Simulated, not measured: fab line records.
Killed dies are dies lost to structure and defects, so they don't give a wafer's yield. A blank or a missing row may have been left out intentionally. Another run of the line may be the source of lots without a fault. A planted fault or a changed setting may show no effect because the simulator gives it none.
Matching of chambers + flow n5 finfet + N5_BEOL_M5_PECVD_70 on pecvd-03 has 3 sister chambers
The step deposits SiO2 from TEOS/O2, target thk 16 nm, time 18 s. 6 wafers are shown with their chamber, then 7 later ones without.

== EACH WAFER AND ITS CHAMBER ==
| wafer  | chamber | throttle valve pct (%) | heater power w (W) |
|--------|---------|------------------------|--------------------|
| L080.3 | 1       | 23.2                   | 775                |
| L084.2 | 2       | 21.6                   | 850                |
| L093.1 | 1       | 22.9                   | 806                |
| L093.6 | 0       | 24.8                   | 601                |
| L094.1 | 0       | 25.1                   | 656                |
| L094.2 | 2       | 21.8                   | 847                |

== WAFERS WHOSE CHAMBER IS MISSING ==
| wafer  | throttle valve pct (%) | heater power w (W) |
|--------|------------------------|--------------------|
| L094.3 | 23.1                   | 768                |
| L097.1 | 23.2                   | 768                |
| L097.3 | 24.8                   | 642                |
| L097.6 | 23.2                   | 797                |
| L096.4 | 23.0                   | 758                |
| L096.5 | 24.8                   | 617                |
| L096.6 | 21.8                   | 948                |

== THE CHAMBER EACH PASSED THROUGH ==
| wafer  | from the rows above | in truth |
|--------|---------------------|----------|
| L094.3 | 1                   | 1        |
| L097.1 | 1                   | 1        |
| L097.3 | 0                   | 0        |
| L097.6 | 1                   | 1        |
| L096.4 | 1                   | 1        |
| L096.5 | 0                   | 0        |
| L096.6 | 2                   | 2        |
Correctly placed: 7 of 7. Number that these rows cannot place: 0. 0 placed wrongly.
How it was worked out, from the rows above alone: a wafer's distance from a chamber is the root of the sum, over the readings, of the square of ((its reading less the chamber's mean) divided by the reading's scatter). The wafer belongs to the nearest chamber; if the next one is less than 2 further off, it can't be placed. Each chamber's mean is taken over the wafers shown for it. How the scatter is found: for the shown wafers, subtract from each reading the mean of its chamber, square and add these, divide the total by (wafers less chambers), then take the root.
